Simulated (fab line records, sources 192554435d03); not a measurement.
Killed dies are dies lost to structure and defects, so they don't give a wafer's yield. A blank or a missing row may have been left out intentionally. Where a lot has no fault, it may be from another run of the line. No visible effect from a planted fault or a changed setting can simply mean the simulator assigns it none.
fab line records	flow n5Finfet
record lots=12	wafers=34	lastDay=18
route steps=1938 shown ZERO_LAYER@14 WELL_APT@29 PASSIVATION@1936
lots that met no fault: taken from a fault-free run of the same line
startH: the number of hours between the record's first day and the start of the first shown wafer of the lot	waitH: hours elapsed since this lot's preceding step	" unchanged from the row above	L1.1+2: one row covering several wafers at once	- no value present, or no start provided	* or withheld: withheld	< > ~ a bound
route shown NAME@n: names a module that has steps shown in the file, with the first one's number in the route	usual: mean/standard deviation of fault-free wafers	same: alike in all rows	chamber/n: place in a boat	sites: readings site by site	_std_site: the standard deviation of these	_edge_site: inner sites' mean taken away from outer sites' mean	radiusMm: how far each site lies from the wafer's centre	mask NAME#n: copy n	behind: tool/chamber where the wafer was last shaped	hold: why the lot went on hold/how many hours it stayed there/how the hold came to an end	device: the transistor (n, p or np) that didn't switch	end of line: the tests these same wafers got at the end of their route	where a step has no rows: the recipe by itself	killed: dies that structure and defects cost at the first sort, which is not the same as the wafer's yield	map: dies across one wafer; x = killed, . = not, _ = none there
set.NAME: the run value of the setting; set.NAME@STEP: its run value at that earlier step	model.NAME: the simulator's own value behind a step, which no gauge read
a sample of lots followed through the steps of the route, with each step as a table and each wafer as a row
services: when a tool's chamber went out of use (startH, in hours from the record's first day, below 0 if earlier), for how many hours, and the reason
## steps
# step N5_ZERO_LAYER_DESCUM_16
# recipe chemistry=O2	timeS=7.9	sourcePowerW=50	biasPowerW=20	pressureMtorr=20	rfFrequencyHz=2.712e+07	tempC=40	o2FlowSccm=225
# usual drypumpMotorCurrentA=5.78/0.3	oesProductAu=0.77/0.071	rfVppV=242.8/1.3	showerheadPlenumPTorr=2.07/0.063	throttleValvePct=20.48/0.21
lot.wafer	tool	chamber	startH	waitH	drypumpMotorCurrentA	oesProductAu	rfHoursCounterH	rfVppV	showerheadPlenumPTorr	throttleValvePct
L541.2	rieDiel-05	2	12.80	0.0	5.33	0.77	147	244.6	2.06	20.24
L541.3	"	3	"	"	5.98	0.91	16	244.2	2.15	20.55
L541.5	"	3	"	"	5.98	0.92	-	244.5	2.15	20.54
L542.3	rieDiel-03	0	19.03	0.3	6.41	0.68	220	242.3	2.08	20.68
L542.4	"	2	"	"	6.07	0.73	148	241.4	2.00	20.32
L542.6	"	2	"	"	6.06	0.73	-	241.2	2.00	20.31
L544.3	rieDiel-03	3	30.89	0.0	5.70	0.80	123	241.0	2.01	20.52
L544.4	"	1	"	"	5.96	0.82	93	243.3	2.10	20.19
L544.5	"	3	"	"	5.69	0.79	-	241.3	2.01	20.54
L547.1	rieDiel-05	1	48.80	0.0	5.78	0.78	120	245.7	2.20	20.37
L547.6	"	1	"	"	5.77	0.78	-	244.8	2.20	20.36
L548.4	rieDiel-03	0	54.81	0.0	6.42	0.68	231	243.3	2.08	20.70
L548.6	"	0	"	"	6.39	0.67	-	243.4	2.08	20.72
L549.2	rieDiel-03	0	61.13	0.4	6.41	0.67	234	242.8	2.08	20.72
L549.4	"	3	"	"	5.71	0.78	132	242.8	2.01	20.55
L549.5	"	3	"	"	5.69	0.79	-	239.7	2.00	20.54
L551.4	rieDiel-06	1	72.82	0.0	5.64	0.77	135	241.9	2.03	20.50
L551.5	"	0	"	"	5.55	0.94	-	243.7	2.05	20.18
L551.6	"	3	"	"	5.87	0.80	-	242.1	2.00	20.25
L552.3	rieDiel-05	3	78.86	0.2	5.93	0.87	36	244.2	2.14	20.59
L552.4	"	1	"	"	5.77	0.76	-	244.0	2.19	20.39
L552.5	"	3	"	"	5.95	0.86	-	243.8	2.14	20.59
L560.1	rieDiel-06	1	127.00	0.1	5.67	0.76	151	241.6	2.03	20.52
L560.2	"	0	"	"	5.55	0.90	22	242.9	2.05	20.21
L560.5	"	0	"	"	5.55	0.90	-	241.9	2.05	20.20
L561.1	rieDiel-03	3	132.69	0.0	5.70	0.77	155	242.8	2.00	20.57
L561.3	"	1	"	"	5.98	0.77	125	242.8	2.08	20.26
L561.5	"	3	"	"	5.70	0.77	-	242.4	2.00	20.56
L563.3	rieDiel-05	2	144.69	0.0	5.32	0.73	185	243.6	2.05	20.28
L563.5	"	2	"	"	5.32	0.73	-	243.4	2.05	20.29
L563.6	"	1	"	"	5.74	0.73	-	243.6	2.18	20.41
L564.2	rieDiel-06	0	150.80	0.0	5.56	0.89	28	242.3	2.05	20.22
L564.3	"	3	"	"	5.85	0.79	129	241.8	2.00	20.28
L564.5	"	1	"	"	5.63	0.76	-	240.0	2.03	20.51
# step N5_ZERO_LAYER_ETCH_17
# recipe chemistry=CF4	target=SiO2	targetDepthA=120	timeS=13.3	ionEnergyEv=350	pressureMtorr=40	sourceW=450	biasW=215	Ar_flow_sccm=100	cf4FlowSccm=100
# usual drypumpMotorCurrentA=5.78/0.3	oesProductAu=0.77/0.072	rfVppV=947/4	showerheadPlenumPTorr=2.13/0.064	throttleValvePct=15.75/0.22
lot.wafer	tool	chamber	startH	waitH	drypumpMotorCurrentA	oesProductAu	rfHoursCounterH	rfVppV	showerheadPlenumPTorr	throttleValvePct
L541.2	rieDiel-05	2	12.84	0.0	5.32	0.73	147	948	2.16	15.78
L541.3	"	3	"	"	5.98	0.90	16	951	2.20	15.73
L541.5	"	3	"	"	5.96	0.91	-	952	2.20	15.74
L542.3	rieDiel-03	0	19.06	0.0	6.41	0.68	220	947	2.10	15.79
L542.4	"	2	"	"	6.01	0.73	148	943	2.07	15.58
L542.6	"	2	"	"	6.04	0.74	-	943	2.07	15.58
L544.3	rieDiel-03	3	30.92	0.0	5.71	0.80	123	943	2.08	15.84
L544.4	"	1	"	"	5.92	0.85	93	951	2.17	15.64
L544.5	"	3	"	"	5.70	0.80	-	943	2.08	15.83
L547.1	rieDiel-05	1	48.84	0.0	5.78	0.79	120	954	2.24	15.59
L547.6	"	1	"	"	5.79	0.81	-	955	2.24	15.60
L548.4	rieDiel-03	0	54.84	0.0	6.40	0.68	231	947	2.10	15.81
L548.6	"	0	"	"	6.40	0.67	-	946	2.10	15.80
L549.2	rieDiel-03	0	61.17	0.0	6.45	0.68	234	947	2.10	15.81
L549.4	"	3	"	"	5.69	0.79	132	944	2.07	15.87
L549.5	"	3	"	"	5.71	0.79	-	944	2.07	15.84
L551.4	rieDiel-06	1	72.86	0.0	5.65	0.78	135	944	2.06	15.63
L551.5	"	0	"	"	5.57	0.95	-	946	2.10	15.27
L551.6	"	3	"	"	5.85	0.82	-	944	2.06	15.50
L552.3	rieDiel-05	3	78.89	0.0	5.95	0.85	36	951	2.20	15.79
L552.4	"	1	"	"	5.81	0.78	-	955	2.24	15.61
L552.5	"	3	"	"	5.92	0.86	-	952	2.20	15.75
L560.1	rieDiel-06	1	127.03	0.0	5.63	0.77	151	945	2.06	15.65
L560.2	"	0	"	"	5.57	0.90	22	948	2.09	15.27
L560.5	"	0	"	"	5.56	0.90	-	947	2.09	15.29
L561.1	rieDiel-03	3	132.72	0.0	5.70	0.78	155	944	2.07	15.90
L561.3	"	1	"	"	6.03	0.82	125	949	2.16	15.71
L561.5	"	3	"	"	5.69	0.77	-	944	2.07	15.89
L563.3	rieDiel-05	2	144.73	0.0	5.32	0.70	185	948	2.15	15.86
L563.5	"	2	"	"	5.31	0.69	-	948	2.15	15.86
L563.6	"	1	"	"	5.78	0.77	-	954	2.23	15.65
L564.2	rieDiel-06	0	150.84	0.0	5.56	0.89	28	945	2.09	15.28
L564.3	"	3	"	"	5.89	0.80	129	945	2.06	15.54
L564.5	"	1	"	"	5.61	0.77	-	942	2.05	15.67
# step N5_WELL_APT_OVL_MEAS_09
# recipe pointsPerWafer=44
# usual NWELL_OVL=-1/5.1
lot.wafer	tool	chamber	startH	waitH	NWELL_OVL[nm]
L541.2	overlay-01	0	13.71	0.0	-8
L541.3	"	0	"	"	-4
L541.5	"	0	"	"	-10
L542.3	overlay-01	0	20.07	0.0	3
L542.4	"	0	"	"	-4
L542.6	"	0	"	"	6
L544.3	overlay-01	0	31.98	0.0	-14
L544.4	"	0	"	"	-8
L544.5	"	0	"	"	-11
L547.1	overlay-02	0	49.71	0.0	-4
L547.6	"	0	"	"	-2
L548.4	overlay-01	0	55.71	0.0	-3
L548.6	"	0	"	"	-5
L549.2	overlay-01	0	62.16	0.0	-3
L549.4	"	0	"	"	-7
L549.5	"	0	"	"	-2
L551.4	overlay-02	0	73.77	0.0	3
L551.5	"	0	"	"	-4
L551.6	"	0	"	"	2
L552.3	overlay-02	0	79.92	0.0	4
L552.4	"	0	"	"	-2
L552.5	"	0	"	"	0
L560.1	overlay-01	0	128.04	0.0	8
L560.2	"	0	"	"	-2
L560.5	"	0	"	"	3
L561.1	overlay-01	0	133.61	0.0	-10
L561.3	"	0	"	"	-3
L561.5	"	0	"	"	-5
L563.3	overlay-01	0	145.60	0.0	1
L563.5	"	0	"	"	-4
L563.6	"	0	"	"	5
L564.2	overlay-02	0	151.94	0.0	0
L564.3	"	0	"	"	4
L564.5	"	0	"	"	5
# step N5_WELL_APT_IMPLANT_32
# recipe species=BF2	energyKev=50	doseCm2=2e+13	tiltDeg=0	rotationDeg=0
# usual beamEnergyKeV=50.003/0.015	beamOnS=10.01/0.2
lot.wafer	tool	chamber	startH	waitH	beamEnergyKeV	beamOnS
L541.2	implanter-01	0	15.20	0.1	49.998	10.10
L541.3	"	0	"	"	50.002	9.91
L541.5	"	0	"	"	49.975	10.04
L542.3	implanter-01	0	21.86	0.1	49.994	10.10
L542.4	"	0	"	"	50.005	10.30
L542.6	"	0	"	"	50.016	10.07
L544.3	implanter-01	0	33.89	0.1	50.026	9.89
L544.4	"	0	"	"	50.015	9.68
L544.5	"	0	"	"	49.994	10.06
L547.1	implanter-02	0	51.17	0.1	50.021	9.85
L547.6	"	0	"	"	50.014	9.94
L548.4	implanter-02	0	57.83	0.1	50.029	9.83
L548.6	"	0	"	"	50.009	9.93
L549.2	implanter-02	0	64.20	0.1	49.994	9.81
L549.4	"	0	"	"	49.977	10.08
L549.5	"	0	"	"	49.981	10.17
L551.4	implanter-01	-	75.48	0.1	-	-
L551.5	"	-	"	"	-	-
L551.6	"	-	"	"	-	-
L552.3	implanter-01	-	81.47	0.1	-	-
L552.4	"	-	"	"	-	-
L552.5	"	-	"	"	-	-
L560.1	implanter-02	0	129.62	0.1	50.009	10.02
L560.2	"	0	"	"	50.025	9.91
L560.5	"	0	"	"	50.013	10.08
L561.1	implanter-01	0	135.51	0.1	50.013	9.72
L561.3	"	0	"	"	50.008	9.79
L561.5	"	0	"	"	50.001	10.11
L563.3	implanter-01	0	147.26	0.1	49.979	10.28
L563.5	"	0	"	"	49.993	10.16
L563.6	"	0	"	"	49.997	9.87
L564.2	implanter-02	0	153.56	0.1	49.991	10.15
L564.3	"	0	"	"	49.999	9.34
L564.5	"	0	"	"	49.997	10.08
# step N5_PASSIVATION_PROBE_49
# usual killed_at_M0_to_M3=34/11	killed_at_M4_up=14/5.6	killedAtContacts=13/5.9	killedAtFrontEnd=40/11	killedAtOther=4/3.1	killedDies=105/16	killedOpen=68/11	killedShort=34/8.4
# same grossDies=1180	killedAtBackSide=0
lot.wafer	tool	chamber	startH	waitH	killed_at_M0_to_M3	killed_at_M4_up	killedAtContacts	killedAtFrontEnd	killedAtOther	killedDies	killedOpen	killedShort
L541.2	prober-01	-	286.04	0.1	40	15	18	41	1	115	66	43
L541.3	prober-01	-	286.09	0.1	38	20	32	32	2	124	88	36
L541.5	prober-01	-	286.19	0.2	34	11	28	35	1	109	69	39
L542.3	prober-01	-	297.44	0.1	28	16	17	36	1	98	67	30
L542.4	prober-01	-	297.49	0.2	56	20	15	40	2	133	87	38
L542.6	prober-01	-	297.59	0.3	36	22	26	50	7	141	98	39
L544.3	prober-01	-	300.18	0.1	28	14	9	39	3	93	56	27
L544.4	prober-01	-	300.23	0.2	31	10	11	27	2	81	52	29
L544.5	prober-01	-	300.28	0.2	40	8	4	35	5	92	49	35
L547.1	prober-01	-	317.45	0.0	38	10	7	40	6	101	67	34
L547.6	prober-01	-	317.70	0.3	25	10	13	50	2	100	56	41
L548.4	prober-02	-	320.32	0.2	57	12	10	33	1	113	71	34
L548.6	prober-02	-	320.42	0.3	33	13	14	35	2	97	66	28
L549.2	prober-02	-	344.68	0.6	37	17	7	29	3	93	59	34
L549.4	prober-02	-	344.78	0.7	45	17	12	22	2	98	58	34
L549.5	prober-02	-	344.83	0.7	60	16	14	16	1	107	66	38
L551.4	prober-01	-	353.80	0.2	24	13	24	38	2	101	70	29
L551.5	prober-01	-	353.85	0.2	26	8	33	41	2	110	72	38
L551.6	prober-01	-	353.90	0.3	33	6	14	48	4	105	66	37
L552.3	prober-02	-	353.92	0.1	44	11	12	40	4	111	70	41
L552.4	prober-02	-	353.97	0.2	61	16	8	46	4	135	81	54
L552.5	prober-02	-	354.02	0.2	36	8	8	23	0	75	47	28
L560.1	prober-02	-	412.78	0.0	39	16	8	28	1	92	58	34
L560.2	prober-02	-	412.83	0.1	39	15	16	39	1	110	72	37
L560.5	prober-02	-	412.98	0.2	48	12	17	38	0	115	85	29
L561.1	prober-02	-	429.63	1.2	27	10	8	63	2	110	65	45
L561.3	prober-02	-	429.73	1.3	32	12	11	28	2	85	57	26
L561.5	prober-02	-	429.83	1.4	26	21	11	43	5	106	65	39
L563.3	prober-01	-	442.74	0.1	22	6	22	50	9	109	76	26
L563.5	prober-01	-	442.84	0.2	29	14	12	42	5	102	72	28
L563.6	prober-01	-	442.89	0.3	33	8	18	50	9	118	80	32
L564.2	prober-02	-	442.85	0.1	27	25	17	69	6	144	96	48
L564.3	prober-02	-	442.90	0.1	30	27	12	40	4	113	74	39
L564.5	prober-02	-	443.00	0.2	20	25	9	45	1	100	70	29
# killed by level:class
L541.2 BEOL_M0_SAQP:geometricParticle:open=10 MOL_CONTACT_COAG:geometricParticle:open=9 MOL_CONTACT_COAG:geometricParticle:short=9 FIN_SAQP:geometricParticle:short=7 BEOL_M1:geometricParticle:open=7 BEOL_M4:geometricParticle:open=7 HKMG_FIN:areaEtch=6 DUMMY_GATE:geometricParticle:open=5
L541.3 MOL_CONTACT_COAG:geometricParticle:open=25 BEOL_M0_SAQP:geometricParticle:short=10 BEOL_M3:geometricParticle:open=10 BEOL_M4:geometricParticle:open=9 DUMMY_GATE:geometricParticle:open=7 MOL_CONTACT_COAG:geometricParticle:short=7 BEOL_M0_SAQP:geometricParticle:open=6 BEOL_M2:geometricParticle:open=6
L541.5 MOL_CONTACT_COAG:geometricParticle:open=20 BEOL_M2:geometricParticle:open=8 MOL_CONTACT_COAG:geometricParticle:short=8 FIN_SAQP:geometricParticle:open=6 FIN_SAQP:geometricParticle:short=6 STI_FIN_REVEAL:geometricParticle:open=6 BEOL_M0_SAQP:geometricParticle:short=6 BEOL_M0_SAQP:geometricParticle:open=5
L542.3 MOL_CONTACT_COAG:geometricParticle:open=14 BEOL_M3:geometricParticle:open=14 BEOL_M4:geometricParticle:open=10 FIN_SAQP:geometricParticle:short=8 STI_FIN_REVEAL:geometricParticle:open=6 BEOL_M0_SAQP:geometricParticle:short=6 GATE_CUT:geometricParticle:short=5 GATE_CUT:geometricParticle:open=4
L542.4 BEOL_M3:geometricParticle:open=19 MOL_CONTACT_COAG:geometricParticle:open=14 BEOL_M2:geometricParticle:open=10 FIN_SAQP:geometricParticle:short=8 BEOL_M4:geometricParticle:open=8 HKMG_FIN:areaEtch=7 FIN_SAQP:geometricParticle:open=6 STI_FIN_REVEAL:geometricParticle:open=5
L542.6 MOL_CONTACT_COAG:geometricParticle:open=20 STI_FIN_REVEAL:geometricParticle:open=18 BEOL_M4:geometricParticle:open=13 BEOL_M2:geometricParticle:open=10 BEOL_M3:geometricParticle:open=7 GATE_CUT:geometricParticle:short=6 MOL_CONTACT_COAG:geometricParticle:short=6 STARTING-WAFER:geometricParticle:short=6
L544.3 BEOL_M0_SAQP:geometricParticle:open=10 HKMG_FIN:areaEtch=8 MOL_CONTACT_COAG:geometricParticle:open=7 BEOL_M2:geometricParticle:open=7 DUMMY_GATE:geometricParticle:open=6 BEOL_M0_SAQP:geometricParticle:short=5 FIN_SAQP:geometricParticle:short=4 STARTING-WAFER:geometricParticle:short=4
L544.4 BEOL_M0_SAQP:geometricParticle:short=12 MOL_CONTACT_COAG:geometricParticle:open=10 FIN_SAQP:geometricParticle:open=6 STI_FIN_REVEAL:geometricParticle:open=6 FIN_SAQP:geometricParticle:short=5 BEOL_M2:geometricParticle:open=5 BEOL_M5:geometricParticle:open=4 BEOL_M1:geometricParticle:open=4
L544.5 BEOL_M2:geometricParticle:open=14 BEOL_M0_SAQP:geometricParticle:short=10 FIN_SAQP:geometricParticle:open=8 HKMG_FIN:areaEtch=8 FIN_SAQP:geometricParticle:short=6 BEOL_M2:geometricParticle:short=6 BEOL_M0_SAQP:geometricParticle:open=5 BEOL_M7:geometricParticle:open=4
L547.1 FIN_SAQP:geometricParticle:open=14 BEOL_M1:geometricParticle:open=11 BEOL_M4:geometricParticle:open=9 FIN_SAQP:geometricParticle:short=8 MOL_CONTACT_COAG:geometricParticle:open=6 BEOL_M0_SAQP:geometricParticle:short=5 BEOL_M0_SAQP:geometricParticle:open=5 BEOL_M1:geometricParticle:short=4
L547.6 FIN_SAQP:geometricParticle:short=19 FIN_SAQP:geometricParticle:open=13 MOL_CONTACT_COAG:geometricParticle:open=10 BEOL_M0:geometricParticle:open=6 BEOL_M4:geometricParticle:open=6 GATE_CUT:geometricParticle:short=4 BEOL_M0_SAQP:geometricParticle:short=4 BEOL_M0_SAQP:geometricParticle:open=4
L548.4 BEOL_M2:geometricParticle:open=20 FIN_SAQP:geometricParticle:open=8 FIN_SAQP:geometricParticle:short=7 MOL_CONTACT_COAG:geometricParticle:open=7 BEOL_M2:geometricParticle:short=7 BEOL_M4:geometricParticle:open=7 BEOL_M0_SAQP:geometricParticle:short=6 BEOL_M1:geometricParticle:open=6
L548.6 MOL_CONTACT_COAG:geometricParticle:open=13 DUMMY_GATE:geometricParticle:open=8 BEOL_M3:geometricParticle:open=7 FIN_SAQP:geometricParticle:open=6 BEOL_M2:geometricParticle:open=6 BEOL_M1:geometricParticle:open=5 BEOL_M4:geometricParticle:open=5 STI_FIN_REVEAL:geometricParticle:open=3
L549.2 BEOL_M0_SAQP:geometricParticle:short=11 BEOL_M2:geometricParticle:open=11 BEOL_M4:geometricParticle:open=8 MOL_CONTACT_COAG:geometricParticle:open=6 BEOL_M0_SAQP:geometricParticle:open=6 DUMMY_GATE:geometricParticle:open=5 GATE_CUT:geometricParticle:open=5 FIN_SAQP:geometricParticle:short=4
L549.4 BEOL_M0_SAQP:geometricParticle:short=15 BEOL_M0_SAQP:geometricParticle:open=15 MOL_CONTACT_COAG:geometricParticle:open=8 BEOL_M2:geometricParticle:open=7 BEOL_M4:geometricParticle:open=7 MOL_CONTACT_COAG:geometricParticle:short=4 STARTING-WAFER:geometricParticle:open=4 STARTING-WAFER:geometricParticle:short=3
L549.5 BEOL_M0_SAQP:geometricParticle:open=23 BEOL_M0_SAQP:geometricParticle:short=22 MOL_CONTACT_COAG:geometricParticle:open=11 BEOL_M2:geometricParticle:open=6 BEOL_M3:geometricParticle:open=5 BEOL_M5:geometricParticle:open=4 FIN_SAQP:geometricParticle:short=3 GATE_CUT:geometricParticle:open=3
L551.4 MOL_CONTACT_COAG:geometricParticle:open=21 FIN_SAQP:geometricParticle:open=11 BEOL_M0_SAQP:geometricParticle:short=10 BEOL_M0_SAQP:geometricParticle:open=6 BEOL_M3:geometricParticle:open=6 BEOL_M4:geometricParticle:open=6 STI_FIN_REVEAL:geometricParticle:open=5 STARTING-WAFER:geometricParticle:open=5
L551.5 MOL_CONTACT_COAG:geometricParticle:open=25 STI_FIN_REVEAL:geometricParticle:open=13 BEOL_M0_SAQP:geometricParticle:short=9 MOL_CONTACT_COAG:geometricParticle:short=8 BEOL_M0_SAQP:geometricParticle:open=7 DUMMY_GATE:geometricParticle:open=6 FIN_SAQP:geometricParticle:open=5 FIN_SAQP:geometricParticle:short=5
L551.6 FIN_SAQP:geometricParticle:open=12 STI_FIN_REVEAL:geometricParticle:open=11 MOL_CONTACT_COAG:geometricParticle:open=11 BEOL_M0_SAQP:geometricParticle:short=9 BEOL_M0_SAQP:geometricParticle:open=7 FIN_SAQP:geometricParticle:short=6 STI_FIN_REVEAL:geometricParticle:short=6 BEOL_M3:geometricParticle:open=6
L552.3 BEOL_M0_SAQP:geometricParticle:short=16 BEOL_M0_SAQP:geometricParticle:open=11 MOL_CONTACT_COAG:geometricParticle:open=11 STI_FIN_REVEAL:geometricParticle:open=9 GATE_CUT:geometricParticle:short=9 FIN_SAQP:geometricParticle:open=6 BEOL_M2:geometricParticle:open=5 BEOL_M1:geometricParticle:open=5
L552.4 BEOL_M0_SAQP:geometricParticle:short=19 BEOL_M0_SAQP:geometricParticle:open=17 FIN_SAQP:geometricParticle:short=13 BEOL_M3:geometricParticle:open=12 BEOL_M4:geometricParticle:open=7 DUMMY_GATE:geometricParticle:open=6 GATE_CUT:geometricParticle:short=6 MOL_CONTACT_COAG:geometricParticle:open=6
L552.5 BEOL_M1:geometricParticle:open=9 BEOL_M0_SAQP:geometricParticle:open=7 FIN_SAQP:geometricParticle:short=6 BEOL_M2:geometricParticle:open=6 GATE_CUT:geometricParticle:short=5 FIN_SAQP:geometricParticle:open=4 MOL_CONTACT_COAG:geometricParticle:open=4 MOL_CONTACT_COAG:geometricParticle:short=4
L560.1 BEOL_M0_SAQP:geometricParticle:short=11 BEOL_M2:geometricParticle:open=10 BEOL_M0_SAQP:geometricParticle:open=8 BEOL_M5:geometricParticle:open=6 DUMMY_GATE:geometricParticle:open=5 MOL_CONTACT_COAG:geometricParticle:open=5 BEOL_M3:geometricParticle:open=5 BEOL_M4:geometricParticle:open=5
L560.2 FIN_SAQP:geometricParticle:short=16 MOL_CONTACT_COAG:geometricParticle:open=10 BEOL_M2:geometricParticle:open=10 BEOL_M0_SAQP:geometricParticle:open=8 STI_FIN_REVEAL:geometricParticle:open=6 MOL_CONTACT_COAG:geometricParticle:short=6 BEOL_M3:geometricParticle:open=6 FIN_SAQP:geometricParticle:open=5
L560.5 BEOL_M0_SAQP:geometricParticle:open=25 MOL_CONTACT_COAG:geometricParticle:open=15 FIN_SAQP:geometricParticle:open=9 DUMMY_GATE:geometricParticle:open=6 BEOL_M0_SAQP:geometricParticle:short=5 BEOL_M1:geometricParticle:open=5 BEOL_M3:geometricParticle:open=5 BEOL_M4:geometricParticle:open=5
L561.1 FIN_SAQP:geometricParticle:open=19 FIN_SAQP:geometricParticle:short=15 DUMMY_GATE:geometricParticle:open=7 BEOL_M0_SAQP:geometricParticle:open=7 MOL_CONTACT_COAG:geometricParticle:short=6 BEOL_M2:geometricParticle:open=6 STI_FIN_REVEAL:geometricParticle:open=5 GATE_CUT:geometricParticle:short=4
L561.3 BEOL_M0_SAQP:geometricParticle:open=9 BEOL_M3:geometricParticle:open=7 BEOL_M2:geometricParticle:open=6 MOL_CONTACT_COAG:geometricParticle:open=5 BEOL_M0_SAQP:geometricParticle:short=5 FIN_SAQP:geometricParticle:open=4 MOL_CONTACT_COAG:geometricParticle:short=4 STI_FIN_REVEAL:geometricParticle:open=4
L561.5 DUMMY_GATE:geometricParticle:open=10 FIN_SAQP:geometricParticle:short=8 MOL_CONTACT_COAG:geometricParticle:open=8 BEOL_M0_SAQP:geometricParticle:short=6 BEOL_M4:geometricParticle:open=6 BEOL_M1:geometricParticle:open=5 BEOL_M1:geometricParticle:short=5 BEOL_M5:geometricParticle:open=5
L563.3 MOL_CONTACT_COAG:geometricParticle:open=18 STI_FIN_REVEAL:geometricParticle:open=13 FIN_SAQP:geometricParticle:open=8 BEOL_M2:geometricParticle:open=7 STI_FIN_REVEAL:geometricParticle:short=6 DUMMY_GATE:geometricParticle:open=6 FIN_SAQP:geometricParticle:short=5 HKMG_FIN:areaEtch=5
L563.5 STI_FIN_REVEAL:geometricParticle:open=14 BEOL_M4:geometricParticle:open=11 MOL_CONTACT_COAG:geometricParticle:open=11 FIN_SAQP:geometricParticle:short=8 BEOL_M2:geometricParticle:open=8 BEOL_M0_SAQP:geometricParticle:short=6 ILD0:geometricParticle:short=4 BEOL_M1:geometricParticle:open=4
L564.2 FIN_SAQP:geometricParticle:open=27 FIN_SAQP:geometricParticle:short=25 BEOL_M4:geometricParticle:open=16 MOL_CONTACT_COAG:geometricParticle:open=13 BEOL_M2:geometricParticle:open=10 BEOL_M0_SAQP:geometricParticle:open=6 MOL_CONTACT_COAG:geometricParticle:short=4 BEOL_M5:geometricParticle:open=4
L563.6 STI_FIN_REVEAL:geometricParticle:open=14 MOL_CONTACT_COAG:geometricParticle:open=11 DUMMY_GATE:geometricParticle:open=7 MOL_CONTACT_COAG:geometricParticle:short=7 BEOL_M0_SAQP:geometricParticle:open=7 BEOL_M2:geometricParticle:open=7 BEOL_M1:geometricParticle:open=6 HKMG_FIN:areaEtch=6
L564.3 FIN_SAQP:geometricParticle:short=17 MOL_CONTACT_COAG:geometricParticle:open=11 BEOL_M4:geometricParticle:open=11 FIN_SAQP:geometricParticle:open=9 BEOL_M3:geometricParticle:open=8 BEOL_M0_SAQP:geometricParticle:open=6 BEOL_M0_SAQP:geometricParticle:short=5 BEOL_M5:geometricParticle:open=5
L564.5 FIN_SAQP:geometricParticle:open=14 BEOL_M4:geometricParticle:open=14 FIN_SAQP:geometricParticle:short=12 BEOL_M3:geometricParticle:open=9 MOL_CONTACT_COAG:geometricParticle:open=8 STI_FIN_REVEAL:geometricParticle:open=6 DUMMY_GATE:geometricParticle:open=4 BEOL_M5:geometricParticle:open=4
## services
tool	chamber	startH	hours	kind
rieDiel-05	0	-0.26	6.7	repair
implanter-02	-	0.34	4.4	repair
rieDiel-06	0	26.55	-	clean
rieDiel-06	0	26.55	-	consumableReplace:focusRing
rieDiel-06	0	26.55	26.1	scheduledDown
rieDiel-06	0	26.55	26.1	ventCycle
rieDiel-06	2	42.27	12.2	repair
rieDiel-05	2	75.18	5.8	repair
rieDiel-05	0	87.02	11.6	repair
rieDiel-06	-	90.88	0.7	repair
rieDiel-05	0	98.68	-	clean
rieDiel-05	0	98.68	-	consumableReplace:focusRing
rieDiel-05	0	98.68	32.0	scheduledDown
rieDiel-05	0	98.68	32.0	ventCycle
rieDiel-03	0	116.90	-	clean
rieDiel-03	0	116.90	-	consumableReplace:esc
rieDiel-03	0	116.90	-	consumableReplace:focusRing
rieDiel-03	0	116.90	35.8	scheduledDown
rieDiel-03	0	116.90	35.8	ventCycle
## key
firstSign step=N5_WELL_APT_IMPLANT_32	reading=toolRecord	direction=missing
effect none on later readings
metAt N5_WELL_APT_IMPLANT_32
struckLots L551,L552
testerLeftOut L551,L552
notActingAt N5_ZERO_LAYER_DESCUM_16,N5_ZERO_LAYER_ETCH_17,N5_WELL_APT_OVL_MEAS_09
onsetBetween 33.89 75.48
fault kind=skippedStepWhole	tool=implanter-01	chamber=-	onsetH=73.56	steps=N5_WELL_APT_IMPLANT_32	scope=struckLotsOnly
# testerLeftOut: of these lots the tester's yield and bins aren't shown, on N5 and GAA mostly nor the transistor test; their killed dies are dies lost to structure and defects alone, not to doping, threshold or leakage, so they don't give the yield
